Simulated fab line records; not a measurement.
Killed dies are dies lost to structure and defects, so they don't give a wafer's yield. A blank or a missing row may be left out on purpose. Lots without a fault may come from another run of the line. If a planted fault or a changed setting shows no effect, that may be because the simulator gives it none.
What tool caused it?	flow nand_harc	11 lots with 33 wafers sampled at 5 steps, on a route of 1159 steps

WHAT THE GAUGES SHOWED, per wafer
NHARC_END_SORT_01.
lot	measured	on	defect_limited_yield (%)	killed_at_array	killed_at_other	killed_at_periphery	killed_dies	killed_open	killed_short	sort_bin_2_pct (%)	sort_bin_3_pct (%)	sort_bin_4_pct (%)	sort_n_pass	sort_rim_yield_pct (%)	sort_yield_pct (%)
L489	day 20 00:38	prober-01	97.6 97.8 97.3	15 14 17	0 0 0	1 1 1	16 15 18	1 1 1	3 1 1	0.6 1.2 0.9	0.30 0.15 0.15	1.5 0.9 1.6	661 662 659	97 98 98	97.6 97.8 97.3
L492	day 20 17:52	prober-01	97.9 97.6 97.8	12 13 11	2 2 1	0 1 3	14 16 15	5 5 5	0 2 0	0.4 0.7 0.4	0.15 0 0.15	1.5 1.6 1.6	663 661 662	97 98 94	97.9 97.6 97.8
L496	day 22 11:37	prober-02	95.4 95.4 95.6	29 25 24	0 1 0	2 5 6	31 31 30	1 1 3	1 1 0	2.1 0.9 0.6	0.15 0.30 0.30	2.4 3.4 3.5	646 646 647	96 95 92	95.4 95.4 95.6
L503	day 24 03:14	prober-02	96.6 97.9 96.9	22 8 18	0 2 1	1 4 2	23 14 21	3 3 3	6 3 2	0.7 0.9 0.6	0.30 0 0.15	2.4 1.2 2.4	654 663 656	94 97 96	96.6 97.9 96.9
L506	day 24 14:22	prober-01	95.0 94.7 95.0	30 33 32	0 0 0	4 3 2	34 36 34	5 5 3	1 2 2	1.9 1.0 2.1	0 0.74 0.30	3.1 3.5 2.7	643 641 643	93 91 94	95.0 94.7 95.0
L508	day 24 18:49	prober-02	96.2 95.4 95.4	22 26 26	0 2 2	4 3 3	26 31 31	5 6 3	2 0 1	1.0 0.9 1.2	0.44 0.30 0.15	2.4 3.4 3.2	651 646 646	90 90 92	96.2 95.4 95.4

WHICH TOOL RAN EACH LOT (tool, then ch and the chambers of the sampled wafers, then the start)
lot	NHARC_A_M1_PRE_CLEAN_32	NHARC_A_BONDPAD_ETCH_34	NHARC_A_BONDPAD_STRIP_15	NHARC_A_BONDPAD_ANNEAL_28
L487	pecvd-02 ch 1,2, day 18 04:38	rie_diel-01 ch 0,1,2, day 18 06:48	rie_diel-09 ch 0,1,3, day 18 07:08	rtp_anneal-01 ch 0, day 18 08:23
L489	pecvd-02 ch 0,1, day 18 13:43	rie_diel-05 ch 0,1,2, day 18 15:53	rie_diel-05 ch 2,3, day 18 16:13	rtp_anneal-02 ch 0, day 18 17:32
L492	pecvd-04 ch 0,1,2, day 19 08:07	rie_diel-01 ch 1,2,3, day 19 10:28	rie_diel-01 ch 0,2,3, day 19 10:48	rtp_anneal-02 ch 0, day 19 12:11
L493	pecvd-01 ch 1,2, day 19 14:49	rie_diel-01 ch 0,1,2, day 19 16:57	rie_diel-01 ch 1,2,3, day 19 17:17	rtp_anneal-01 ch 0, day 19 19:02
L494	pecvd-02 ch 0,2, day 19 20:33	rie_diel-01 ch 2,3, day 19 22:44	rie_diel-01 ch 0,1, day 19 23:03	rtp_anneal-01 ch 0, day 20 00:23
L496	pecvd-01 ch 0,1,2, day 21 00:15	rie_diel-05 ch 0,1, day 21 02:25	rie_diel-05 ch 2,3, day 21 02:43	rtp_anneal-01 ch 0, day 21 04:09
L503	pecvd-04 ch 0,1, day 22 16:25	rie_diel-09 ch 0,1,2, day 22 19:03	rie_diel-01 ch 1,2,3, day 22 19:25	rtp_anneal-02 ch 0, day 22 21:02
L506	pecvd-01 ch 0,2, day 23 03:14	rie_diel-05 ch 1,2,3, day 23 05:41	rie_diel-05 ch 1,2,3, day 23 06:02	rtp_anneal-01 ch 0, day 23 07:26
L508	pecvd-01 ch 0,1, day 23 07:09	rie_diel-01 ch 1,2,3, day 23 09:19	rie_diel-05 ch 1,2,3, day 23 09:40	rtp_anneal-01 ch 0, day 23 10:59
L509	pecvd-02 ch 0,1, day 23 17:37	rie_diel-05 ch 0,1, day 23 19:47	rie_diel-05 ch 0,3, day 23 20:07	rtp_anneal-01 ch 0, day 23 21:28
L510	pecvd-01 ch 0,1,2, day 23 18:15	rie_diel-01 ch 1,3, day 23 20:17	rie_diel-05 ch 0,1,3, day 23 20:37	rtp_anneal-02 ch 0, day 23 21:57
- NHARC_A_M1_PRE_CLEAN_32: time 12 s.
- NHARC_A_BONDPAD_ETCH_34: etches the open film in N2/H2, target depth 60 nm, overetch 18 nm, time 65.91 s.
- NHARC_A_BONDPAD_STRIP_15: strips in O2.
- NHARC_A_BONDPAD_ANNEAL_28: time 90 s.

WHAT THE TOOLS THEMSELVES READ (means of the sampled wafers that have a number; where no wafer has one, the mark that the record gives instead)
NHARC_A_M1_PRE_CLEAN_32.
lot	tool	heater_power_w (W)
L487	pecvd-02	673
L489	pecvd-02	635
L492	pecvd-04	592
L493	pecvd-01	637
L494	pecvd-02	653
L496	pecvd-01	634
L503	pecvd-04	766
L506	pecvd-01	597
L508	pecvd-01	676
L509	pecvd-02	593
L510	pecvd-01	632

NHARC_A_BONDPAD_ETCH_34.
lot	tool	chamber_pressure_mTorr (mTorr)	drypump_motor_current_A (A)	mfc_ar_sccm (sccm)	oes_product_au (a.u.)	rf_vpp_V (V)	showerhead_plenum_p_Torr (Torr)	throttle_valve_pct (%)
L487	rie_diel-01	29.969	5.8	0.005	0.988	430.6	2.04	14.181
L489	rie_diel-05	30.018	5.6	0.015	1.001	430.1	2.02	14.169
L492	rie_diel-01	30.006	6.0	0.000	0.995	428.6	1.97	14.171
L493	rie_diel-01	29.990	5.8	0.005	0.995	430.3	2.04	14.178
L494	rie_diel-01	29.986	6.0	0.000	0.994	429.3	2.00	14.169
L496	rie_diel-05	30.003	5.5	0.023	1.006	428.5	1.97	14.177
L503	rie_diel-09	29.983	5.7	0.021	1.001	430.1	2.01	14.166
L506	rie_diel-05	29.965	5.6	0.009	1.007	431.7	2.08	14.174
L508	rie_diel-01	29.996	5.9	0.000	0.990	428.4	1.97	14.169
L509	rie_diel-05	30.001	5.5	0.023	1.007	428.6	1.97	14.167
L510	rie_diel-01	30.022	6.1	0.000	0.995	428.8	1.97	14.162

NHARC_A_BONDPAD_STRIP_15.
lot	tool	chamber_pressure_mTorr (mTorr)	drypump_motor_current_A (A)	mfc_ar_sccm (sccm)	o2_flow_sccm (sccm)	oes_product_au (a.u.)	rf_vpp_V (V)	showerhead_plenum_p_Torr (Torr)	throttle_valve_pct (%)
L487	rie_diel-09	60.06	5.7	0.007	498.9	0.994	57.1	3.51	17.031
L489	rie_diel-05	60.04	5.5	0.003	501.6	0.996	57.6	3.70	17.039
L492	rie_diel-01	59.99	5.9	0.005	500.9	0.993	57.8	3.57	17.039
L493	rie_diel-01	59.95	6.0	0.000	498.7	0.996	56.6	3.42	17.037
L494	rie_diel-01	60.00	6.0	0.005	501.2	0.998	57.6	3.49	17.029
L496	rie_diel-05	59.99	5.8	0.001	500.9	1.003	59.0	3.67	17.036
L503	rie_diel-01	58.22	5.9	0.000	501.1	0.986	57.9	3.41	17.036
L506	rie_diel-05	60.01	5.6	0.009	500.2	1.008	58.5	3.59	17.039
L508	rie_diel-05	59.99	5.6	0.009	500.4	1.007	58.5	3.59	17.033
L509	rie_diel-05	59.97	5.2	0.010	498.8	1.005	57.5	3.62	17.037
L510	rie_diel-05	60.02	5.4	0.016	499.2	1.008	58.2	3.52	17.042

NHARC_A_BONDPAD_ANNEAL_28.
lot	tool	wafer_temp_C_max
L487	rtp_anneal-01	225.97
L489	rtp_anneal-02	225.89
L492	rtp_anneal-02	225.76
L493	rtp_anneal-01	226.13
L494	rtp_anneal-01	225.96
L496	rtp_anneal-01	225.92
L503	rtp_anneal-02	225.89
L506	rtp_anneal-01	226.21
L508	rtp_anneal-01	225.94
L509	rtp_anneal-01	225.90
L510	rtp_anneal-02	225.71

THE ANSWER, worked out from the rows above alone
Rule: the usual values come from the lots themselves. Put in order of their means at a reading, lots are off if they are a third of the lots or fewer, leave a main group of 4 or more, and stand apart from it by a gap of 3 or more times the standard deviation of the main group's means; of several such gaps the widest counts. Not used: any main group whose means are identical at the precision the tables above print for the reading. Also off: a lot with no number at a reading for which 4 or more lots have one. The other lots that the step has rows for count as sound. The gauges are gone through in route order, then the tools' own readings, and for those a lot's mean is taken as printed above. At the first step where some lot is off, the reading lying furthest off is the one used; lots without a number count as furthest.
Off: L503 (NHARC_END_SORT_01, killed_short). The main group: mean 1.1, standard deviation 0.45. Neither off nor sound, because the step has no rows for them: L487, L493, L494, L509, L510.
If a tool, at a process step before that reading, ran all the lots that are off and no sound lot after the first of them, it fits. Not tried: the gauges at NHARC_END_SORT_01; whatever is off there is also off at NHARC_A_M1_PRE_CLEAN_32, on other tools, and gauge error can't account for it. Can't be told from this: 4 tools fit, pecvd-04 at NHARC_A_M1_PRE_CLEAN_32, rie_diel-09 at NHARC_A_BONDPAD_ETCH_34, rie_diel-01 at NHARC_A_BONDPAD_STRIP_15, rtp_anneal-02 at NHARC_A_BONDPAD_ANNEAL_28.

WHAT THE SIMULATOR HAD PUT IN
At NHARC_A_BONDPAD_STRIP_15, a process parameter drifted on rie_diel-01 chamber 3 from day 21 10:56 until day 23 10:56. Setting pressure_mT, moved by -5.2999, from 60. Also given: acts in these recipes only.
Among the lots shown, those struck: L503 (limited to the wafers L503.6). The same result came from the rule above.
